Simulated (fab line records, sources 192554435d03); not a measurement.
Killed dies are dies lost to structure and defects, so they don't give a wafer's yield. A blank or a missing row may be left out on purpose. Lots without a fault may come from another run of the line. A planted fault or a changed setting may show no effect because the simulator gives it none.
fab line records | flow n5_finfet
record lots=7 wafers=18 last_day=18
route steps=1938 shown SDB@349 BEOL_M4@1111 PASSIVATION@1936
lots that met no fault: from a run of the same line without faults
start_h: hours from the record's first day to the start of the lot's first wafer shown | wait_h: hours since the lot's step before | " the same as in the row above | L1.1+2: a row that stands for several wafers | - no value, or no start given | * or withheld: withheld | < > ~ a bound
route shown NAME@n: a module of which the file shows steps, and the number in the route of the first | usual: mean/standard deviation of fault-free wafers | same: alike in all rows | chamber/n: place in a boat | sites: the reading at each site | _std_site: their standard deviation | _edge_site: outer sites' mean less inner sites' | radius_mm: how far each site lies from the wafer's centre | mask NAME#n: copy n | behind: the tool/chamber that last shaped the wafer | hold: why the lot was held/for how many hours/how that ended | device: the transistor (n, p or np) that didn't switch | end of line: the same wafers' tests at the end of the route | a step without rows: its recipe alone | killed: dies lost to structure and defects at the first sort, not the wafer's yield | map: a wafer's dies, x killed, . not, _ none there
set.NAME: the setting as run; set.NAME@STEP: as run at that earlier step | model.NAME: the simulator's own value behind a step, which no gauge read
lots at some steps of the route; a table a step, a row a wafer
services: from which hour (start_h, from the record's first day; less than 0 if before it) a tool's chamber was out of use, for how many hours, and why
## steps
# step N5_SDB_COAT_04
# recipe resist=SiARC temp_c=220 time_s=60 spin_rpm=1500 resist_thk_nm=18
# step N5_SDB_COAT_05
# recipe resist=CAR-ArF spin_rpm=1500 resist_thk_nm=90
# step N5_SDB_EBR_07
# recipe solvent=PGMEA ebr_width_mm=1.5
# step N5_SDB_SOFTBAKE_06
# recipe temp_c=110 time_s=60 resist=CAR-ArF
# step N5_SDB_EXPOSE_08
# recipe mask_id=SDB na=1.35 source_shape=conventional sigma_outer=0.5 polarization=unpolarized dose_mj=49.6
# step N5_SDB_PEB_09
# recipe peb_temp_c=withheld peb_time_s=60 resist=CAR-ArF
# step N5_SDB_DEVELOP_10
# recipe develop_time_s=30 developer=TMAH resist=CAR-ArF rinse_liquid=diw dry=air_spin dev_temp_c=23
# step N5_SDB_CD_MEAS_11
# recipe target_cd_nm=50 landing_energy_ev=500 detector=se_inlens polarity=opening
# usual cd_nm=49.3/1.1
# columns lot.wafer tool chamber start_h wait_h cd_nm
L746.2 cd_sem-03 0 121.96 - 49.1
L746.5 " 0 " " 48.2
L746.6 " 0 " " 48.4
L747.2 cd_sem-01 0 127.56 - 49.2
L747.4 " 0 " " 49.0
L747.5 " 0 " " 49.6
L750.1 cd_sem-01 0 144.97 - 51.4
L750.2 " 0 " " 51.4
L752.2 cd_sem-03 0 157.74 - 49.0
L752.4 " 0 " " 48.5
L753.1 cd_sem-03 0 162.52 - 49.3
L753.5 " 0 " " 49.0
L759.1 cd_sem-02 0 201.39 - 47.4
L759.3 " 0 " " 47.1
L759.5 " 0 " " 47.9
L760.1 cd_sem-03 0 206.51 - 50.1
L760.2 " 0 " " 49.8
L760.3 " 0 " " 48.3
# step N5_SDB_OVL_MEAS_12
# recipe points_per_wafer=44
# usual SDB_OVL=0.3/0.77
# columns lot.wafer tool chamber start_h wait_h SDB_OVL[nm]
L746.2 overlay-01 0 121.99 0.0 -0.5
L746.5 " 0 " " 0.2
L746.6 " 0 " " -0.9
L747.2 overlay-01 0 127.59 0.0 1.3
L747.4 " 0 " " 1.1
L747.5 " 0 " " 1.8
L750.1 overlay-01 0 145.00 0.0 1.4
L750.2 " 0 " " 0.0
L752.2 overlay-01 0 157.77 0.0 1.1
L752.4 " 0 " " 1.5
L753.1 overlay-01 0 162.55 0.0 0.3
L753.5 " 0 " " -0.8
L759.1 overlay-01 0 201.42 0.0 1.3
L759.3 " 0 " " 0.8
L759.5 " 0 " " 1.5
L760.1 overlay-02 0 206.55 0.0 -0.1
L760.2 " 0 " " 0.5
L760.3 " 0 " " -0.1
# step N5_SDB_INSPECT_13
# recipe mode=adi inspect_instrument=brightfield
# usual raw_defect_count=65/31
# columns lot.wafer tool chamber start_h wait_h raw_defect_count
L746.2 defect_inspect-02 - 122.01 0.0 44
L746.5 " - " " 49
L746.6 " - " " 91
L747.2 defect_inspect-01 - 127.61 0.0 34
L747.4 " - " " 37
L747.5 " - " " 124
L750.1 defect_inspect-01 - 145.02 0.0 109
L750.2 " - " " 72
L752.2 defect_inspect-02 - 157.80 0.0 103
L752.4 " - " " 93
L753.1 defect_inspect-01 - 162.57 0.0 74
L753.5 " - " " 104
L759.1 defect_inspect-02 - 201.44 0.0 58
L759.3 " - " " 63
L759.5 " - " " 51
L760.1 defect_inspect-02 - 206.58 0.0 139
L760.2 " - " " 61
L760.3 " - " " 50
# step N5_SDB_DESCUM_16
# recipe chemistry=O2 time_s=7.9 source_power_w=50 bias_power_w=20 pressure_mtorr=20 rf_frequency_hz=2.712e+07 temp_c=40 resist=CAR-ArF o2_flow_sccm=225
# usual drypump_motor_current_A=5.9/0.56 oes_product_au=0.79/0.086 rf_vpp_V=243.5/1.5 showerhead_plenum_p_Torr=2.12/0.082 throttle_valve_pct=20.32/0.27
# columns lot.wafer tool chamber start_h wait_h drypump_motor_current_A oes_product_au rf_hours_counter_h rf_vpp_V showerhead_plenum_p_Torr throttle_valve_pct
L746.2 rie_diel-02 1 122.08 0.1 6.5 0.99 2 246.0 2.22 19.93
L746.5 " 3 " " 6.0 0.96 - 245.6 2.25 20.55
L746.6 " 2 " " 5.7 0.83 - 243.4 2.11 20.32
L747.2 rie_diel-05 2 127.80 0.2 5.6 0.73 170 244.4 2.17 20.63
L747.4 " 1 " " 6.5 0.71 184 243.4 2.06 19.96
L747.5 " 0 " " 5.6 0.68 - 243.2 2.17 20.76
L750.1 rie_diel-05 2 145.26 0.2 5.6 0.73 175 243.6 2.17 20.63
L750.2 " 3 " " 6.2 0.73 222 240.5 2.00 20.45
L752.2 rie_diel-05 1 157.98 0.2 6.5 0.72 194 242.6 2.06 19.96
L752.4 " 3 " " 6.2 0.72 226 241.1 2.00 20.48
L753.1 rie_diel-05 2 162.61 0.0 5.6 0.74 180 244.9 2.17 20.65
L753.5 " 1 " " 6.5 0.71 - 242.0 2.06 19.96
L759.1 rie_diel-01 3 201.48 0.0 5.1 0.83 60 241.2 2.02 19.97
L759.3 " 2 " " 4.9 0.70 200 241.6 1.99 20.47
L759.5 " 2 " " 4.9 0.70 - 241.1 1.99 20.47
L760.1 rie_diel-01 1 206.61 0.0 6.1 0.82 102 244.5 2.21 20.50
L760.2 " 0 " " 6.8 0.73 178 242.2 2.08 20.53
L760.3 " 3 " " 5.1 0.82 61 243.2 2.02 19.97
# step N5_SDB_ETCH_17
# recipe chemistry=CF4 target=SiARC target_depth_a=234 mask_material=CAR-ArF time_s=39 ion_energy_ev=80 pressure_mtorr=40 source_w=545 bias_w=36 Ar_flow_sccm=100 cf4_flow_sccm=100 ends=cleared
# usual drypump_motor_current_A=5.9/0.56 etch_rf_on_time_s=38.8/0.94 oes_product_au=0.67/0.075 rf_vpp_V=184.4/1.3 showerhead_plenum_p_Torr=2.17/0.079 throttle_valve_pct=15.53/0.2
# columns lot.wafer tool chamber start_h wait_h drypump_motor_current_A etch_rf_on_time_s oes_product_au rf_hours_counter_h rf_vpp_V showerhead_plenum_p_Torr throttle_valve_pct
L746.2 rie_diel-02 1 122.12 0.0 6.5 39.2 0.84 2 186.2 2.28 15.21
L746.5 " 3 " " 6.0 38.1 0.82 - 185.8 2.29 15.60
L746.6 " 2 " " 5.7 38.2 0.71 - 183.8 2.16 15.46
L747.2 rie_diel-05 2 127.84 0.0 5.6 40.0 0.62 170 184.3 2.22 15.77
L747.4 " 1 " " 6.5 39.3 0.61 184 183.9 2.12 15.27
L747.5 " 0 " " 5.6 39.4 0.59 - 185.1 2.21 15.94
L750.1 rie_diel-05 2 145.29 0.0 5.6 39.7 0.62 175 185.8 2.22 15.79
L750.2 " 3 " " 6.2 36.9 0.62 222 181.4 2.04 15.62
L752.2 rie_diel-05 1 158.02 0.0 6.5 39.3 0.61 194 184.6 2.12 15.29
L752.4 " 3 " " 6.2 37.0 0.62 226 182.5 2.04 15.62
L753.1 rie_diel-05 2 162.64 0.0 5.6 40.0 0.61 180 184.8 2.22 15.81
L753.5 " 1 " " 6.5 39.3 0.62 - 184.5 2.12 15.29
L759.1 rie_diel-01 3 201.51 0.0 5.1 38.4 0.71 60 184.2 2.10 15.39
L759.3 " 2 " " 4.9 40.1 0.60 200 183.2 2.04 15.62
L759.5 " 2 " " 4.9 40.0 0.59 - 183.4 2.04 15.63
L760.1 rie_diel-01 1 206.65 0.0 6.1 38.6 0.69 102 185.2 2.24 15.55
L760.2 " 0 " " 6.8 40.5 0.62 178 183.7 2.14 15.76
L760.3 " 3 " " 5.1 38.8 0.72 61 183.8 2.10 15.38
# step N5_SDB_ETCH_18
# recipe chemistry=N2/H2 target=SOC target_depth_a=1000 overetch_a=200 mask_material=SiARC temp_c=40 time_s=150 ion_energy_ev=200 pressure_mtorr=30 source_w=840 bias_w=150 n2_flow_sccm=200 h2_flow_sccm=200
# usual drypump_motor_current_A=5.9/0.57 oes_product_au=0.70/0.074 rf_vpp_V=524.7/2.8 showerhead_plenum_p_Torr=2.57/0.095 throttle_valve_pct=17.74/0.21
# columns lot.wafer tool chamber start_h wait_h drypump_motor_current_A oes_product_au rf_hours_counter_h rf_vpp_V showerhead_plenum_p_Torr throttle_valve_pct model.SiARC_of_SDB_COAT_04.thk_nm
L746.2 rie_diel-02 1 122.15 0.0 6.5 0.88 2 528.2 2.72 17.43 12.8
L746.5 " 3 " " 6.0 0.85 - 528.6 2.70 17.66 12.8
L746.6 " 2 " " 5.7 0.74 - 526.3 2.59 17.96 12.6
L747.2 rie_diel-05 2 127.87 0.0 5.6 0.65 170 525.3 2.64 18.05 13
L747.4 " 1 " " 6.5 0.66 184 524.6 2.54 17.52 12.8
L747.5 " 0 " " 5.7 0.62 - 525.8 2.60 18.03 12.6
L750.1 rie_diel-05 2 145.33 0.0 5.6 0.64 176 526.5 2.64 18.09 11.2
L750.2 " 3 " " 6.2 0.64 223 520.4 2.40 17.79 10.8
L752.2 rie_diel-05 1 158.05 0.0 6.5 0.65 194 524.3 2.54 17.53 10.8
L752.4 " 3 " " 6.2 0.63 226 520.2 2.40 17.79 12.6
L753.1 rie_diel-05 2 162.68 0.0 5.6 0.65 180 525.9 2.64 18.09 11.2
L753.5 " 1 " " 6.5 0.64 - 522.9 2.53 17.54 12.8
L759.1 rie_diel-01 3 201.55 0.0 5.1 0.75 60 520.2 2.48 17.49 12.8
L759.3 " 2 " " 4.9 0.64 200 520.2 2.43 17.95 13
L759.5 " 2 " " 4.9 0.63 - 519.9 2.43 17.93 13
L760.1 rie_diel-01 1 206.68 0.0 6.2 0.72 102 527.9 2.68 17.94 12.6
L760.2 " 0 " " 6.8 0.66 178 524.5 2.52 17.80 13
L760.3 " 3 " " 5.1 0.74 61 521.3 2.48 17.51 12.8
# step N5_SDB_STRIP_19
# recipe chemistry=N2/H2 temp_c=40 n2_flow_sccm=200 h2_flow_sccm=200 rf_frequency_hz=6e+07
# step N5_BEOL_M4_RC_MEAS_101
# usual DIBL_N=36.3/1.8 DIBL_P=36.5/2.1 IOFF_N=0.16/0.031 IOFF_P=0.22/0.038 ION_N=677/12 ION_P=466/7.8 SS_N=71.5/0.61 SS_P=73.2/0.7 VT_N=249/3 VT_P=-248.9/3
# columns lot.wafer tool chamber start_h wait_h DIBL_N[mV/V] DIBL_P[mV/V] IOFF_N[nA/um] IOFF_P[nA/um] ION_N[uA/um] ION_P[uA/um] SS_N[mV/dec] SS_P[mV/dec] VT_N[mV] VT_P[mV]
L746.2 prober-02 0 234.46 0.2 36.0 36.6 0.17 0.23 678 470 71.8 74.2 247 -246.4
L746.5 " 0 " " 33.5 33.9 0.13 0.19 668 464 71.0 73.2 252 -249.8
L746.6 " 0 " " 35.6 37.2 0.17 0.24 668 467 72.1 73.2 248 -243.2
L747.2 prober-01 0 236.95 0.2 36.4 35.9 0.14 0.20 676 473 71.2 72.5 251 -250.9
L747.4 " 0 " " 39.8 38.5 0.19 0.24 682 465 71.5 73.9 247 -249.4
L747.5 " 0 " " 37.5 35.8 0.15 0.19 674 460 71.9 73.0 253 -252.9
L750.1 prober-01 0 263.90 0.0 37.1 35.6 0.15 0.21 672 465 72.3 73.7 253 -248.6
L750.2 " 0 " " 36.7 35.1 0.15 0.21 663 463 71.4 73.7 251 -250.2
L753.1 prober-01 0 267.18 0.0 37.1 36.5 0.16 0.24 671 467 70.6 73.2 250 -246.0
L753.5 " 0 " " 35.2 33.4 0.12 0.18 653 451 70.8 71.9 255 -251.4
L752.2 prober-02 0 278.29 0.2 34.5 35.0 0.14 0.21 669 463 71.4 72.9 250 -247.6
L752.4 " 0 " " 37.5 38.9 0.21 0.26 696 470 72.0 73.1 246 -246.3
L760.1 prober-01 0 312.93 0.0 35.7 36.9 0.17 0.24 669 463 72.0 73.1 249 -246.4
L760.2 " 0 " " 36.8 38.0 0.19 0.24 678 459 71.6 73.5 246 -250.0
L760.3 " 0 " " 34.5 36.0 0.16 0.22 679 471 71.5 72.5 246 -245.6
L759.1 prober-01 0 316.30 0.0 35.0 35.3 0.14 0.22 685 479 71.6 73.0 251 -248.2
L759.3 " 0 " " 36.7 37.8 0.17 0.25 675 471 71.2 73.9 249 -245.9
L759.5 " 0 " " 34.5 35.2 0.14 0.21 689 477 71.6 72.5 250 -250.0
# step N5_PASSIVATION_PROBE_49
# usual defect_limited_yield=91.2/1.5 killed_at_M0_to_M3=33/9.6 killed_at_M4_up=14/5.6 killed_at_contacts=14/5.5 killed_at_front_end=40/13 killed_at_other=4/3 killed_dies=104/17 killed_open=68/13 killed_short=33/7.2 sort_bin_5_function=5.2/0.95 sort_bin_6_memory=3.3/0.62 sort_n_pass=1076/17 sort_yield_pct=91.2/1.5
# same gross_dies=1180 killed_at_back_side=0 sort_bin_4_leakage[%]=0 sort_bin_8_speed[%]=0
# columns lot.wafer tool chamber start_h wait_h defect_limited_yield[%] killed_at_M0_to_M3 killed_at_M4_up killed_at_contacts killed_at_front_end killed_at_other killed_dies killed_open killed_short sort_bin_5_function[%] sort_bin_6_memory[%] sort_n_pass sort_yield_pct[%]
L750.1 prober-01 - 372.57 0.0 90.7 36 8 11 47 8 110 68 36 5.6 3.1 1070 90.7
# killed by level:class
L750.1 FIN_SAQP:geometric_particle:open=13 BEOL_M0_SAQP:geometric_particle:open=13 FIN_SAQP:geometric_particle:short=10 STI_FIN_REVEAL:geometric_particle:open=9 BEOL_M0_SAQP:geometric_particle:short=9 MOL_CONTACT_COAG:geometric_particle:open=8 BEOL_M2:geometric_particle:open=6 PASS1_DEP:geometric_particle:open=4
## services
# columns tool chamber start_h hours kind
rie_diel-05 2 107.24 8.5 repair
rie_diel-01 3 165.61 6.2 repair
rie_diel-01 1 200.33 1.6 repair
rie_diel-05 0 203.00 - clean
rie_diel-05 0 203.00 - consumable_replace:focus_ring
rie_diel-05 0 203.00 22.6 scheduled_down
rie_diel-05 0 203.00 22.6 vent_cycle
## key
first_sign none at tools or gauges
model_effect step=N5_SDB_ETCH_18 value=SiARC_of_SDB_COAT_04.thk_nm without=12.7 struck=11
met_at N5_SDB_ETCH_18
struck_wafers L750.1,L750.2,L752.2,L753.1
onset_between 127.87 145.33
fault kind=process_parameter_drift tool=rie_diel-05 chamber=- onset_h=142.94 steps=N5_SDB_ETCH_18 channel=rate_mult offset=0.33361 shape=step end_h=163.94 scope=struck_wafers_only
